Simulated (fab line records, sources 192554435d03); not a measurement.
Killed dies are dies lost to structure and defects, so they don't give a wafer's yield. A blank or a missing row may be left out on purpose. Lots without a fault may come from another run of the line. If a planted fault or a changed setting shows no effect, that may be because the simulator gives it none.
Chamber matching :: flow n5Finfet :: rieDiel-06 running N5_FIN_SAQP_ETCH_57: 4 sister chambers
The step etches SiNx in CH3F/O2, target depth 32.5 nm, time 46.4 s. 14 wafers are shown with their chamber, then 7 later ones without.

## WAFERS WITH THEIR CHAMBER
wafer: L080.2
chamber: 2
showerheadPlenumPTorr (Torr): 1.91
drypumpMotorCurrentA (A): 6.3
throttleValvePct (%): 16.61

wafer: L080.3
chamber: 3
showerheadPlenumPTorr (Torr): 1.92
drypumpMotorCurrentA (A): 5.2
throttleValvePct (%): 16.03

wafer: L080.6
chamber: 3
showerheadPlenumPTorr (Torr): 1.92
drypumpMotorCurrentA (A): 5.2
throttleValvePct (%): 16.02

wafer: L081.1
chamber: 0
showerheadPlenumPTorr (Torr): 2.09
drypumpMotorCurrentA (A): 5.8
throttleValvePct (%): 16.39

wafer: L081.3
chamber: 1
showerheadPlenumPTorr (Torr): 2.00
drypumpMotorCurrentA (A): 5.4
throttleValvePct (%): 16.62

wafer: L081.6
chamber: 1
showerheadPlenumPTorr (Torr): 2.00
drypumpMotorCurrentA (A): 5.4
throttleValvePct (%): 16.63

wafer: L082.2
chamber: 1
showerheadPlenumPTorr (Torr): 2.00
drypumpMotorCurrentA (A): 5.4
throttleValvePct (%): 16.62

wafer: L082.3
chamber: 2
showerheadPlenumPTorr (Torr): 1.90
drypumpMotorCurrentA (A): 6.2
throttleValvePct (%): 16.63

wafer: L082.5
chamber: 2
showerheadPlenumPTorr (Torr): 1.91
drypumpMotorCurrentA (A): 6.2
throttleValvePct (%): 16.62

wafer: L083.1
chamber: 1
showerheadPlenumPTorr (Torr): 2.00
drypumpMotorCurrentA (A): 5.4
throttleValvePct (%): 16.62

wafer: L083.2
chamber: 0
showerheadPlenumPTorr (Torr): 2.09
drypumpMotorCurrentA (A): 5.8
throttleValvePct (%): 16.41

wafer: L083.6
chamber: 2
showerheadPlenumPTorr (Torr): 1.90
drypumpMotorCurrentA (A): 6.3
throttleValvePct (%): 16.64

wafer: L092.1
chamber: 0
showerheadPlenumPTorr (Torr): 2.08
drypumpMotorCurrentA (A): 5.8
throttleValvePct (%): 16.43

wafer: L092.2
chamber: 1
showerheadPlenumPTorr (Torr): 2.00
drypumpMotorCurrentA (A): 5.5
throttleValvePct (%): 16.69

SIGNATURES, as means of the wafers listed above
reading: showerheadPlenumPTorr
chamber 0: 2.0867
chamber 1: 2.0000
chamber 2: 1.9050
chamber 3: 1.9200
scatter within a chamber: 0.00408

reading: drypumpMotorCurrentA
chamber 0: 5.800
chamber 1: 5.420
chamber 2: 6.250
chamber 3: 5.200
scatter within a chamber: 0.0424

reading: throttleValvePct
chamber 0: 16.4100
chamber 1: 16.6360
chamber 2: 16.6250
chamber 3: 16.0250
scatter within a chamber: 0.0225
Rule: a wafer lies at a distance from a chamber equal to the root of the sum of squares, over the readings, of (its reading less the chamber's mean, divided by the reading's scatter). The wafer belongs to the nearest chamber; if the next one is less than 2 further off, it can't be placed. The scatter: the root of (the sum of the squares of (reading less its chamber's mean) over the shown wafers, divided by (wafers less chambers)).

## WAFERS WITHOUT THEIR CHAMBER
wafer: L092.5
showerheadPlenumPTorr (Torr): 1.90
drypumpMotorCurrentA (A): 6.3
throttleValvePct (%): 16.66

wafer: L095.1
showerheadPlenumPTorr (Torr): 1.99
drypumpMotorCurrentA (A): 5.4
throttleValvePct (%): 16.67

wafer: L095.3
showerheadPlenumPTorr (Torr): 2.08
drypumpMotorCurrentA (A): 5.8
throttleValvePct (%): 16.45

wafer: L095.6
showerheadPlenumPTorr (Torr): 1.90
drypumpMotorCurrentA (A): 6.3
throttleValvePct (%): 16.68

wafer: L096.2
showerheadPlenumPTorr (Torr): 2.08
drypumpMotorCurrentA (A): 5.8
throttleValvePct (%): 16.47

wafer: L096.5
showerheadPlenumPTorr (Torr): 1.89
drypumpMotorCurrentA (A): 6.3
throttleValvePct (%): 16.71

wafer: L096.6
showerheadPlenumPTorr (Torr): 1.99
drypumpMotorCurrentA (A): 5.5
throttleValvePct (%): 16.67

## WHICH CHAMBER EACH WENT THROUGH
wafer: L092.5
from the rows above: 2
in truth: 2

wafer: L095.1
from the rows above: 1
in truth: 1

wafer: L095.3
from the rows above: 0
in truth: 0

wafer: L095.6
from the rows above: 2
in truth: 2

wafer: L096.2
from the rows above: 0
in truth: 0

wafer: L096.5
from the rows above: 2
in truth: 2

wafer: L096.6
from the rows above: 1
in truth: 1
Correct placement for 7 of the 7. Can't be placed from these rows: 0. Wrongly placed: 0.
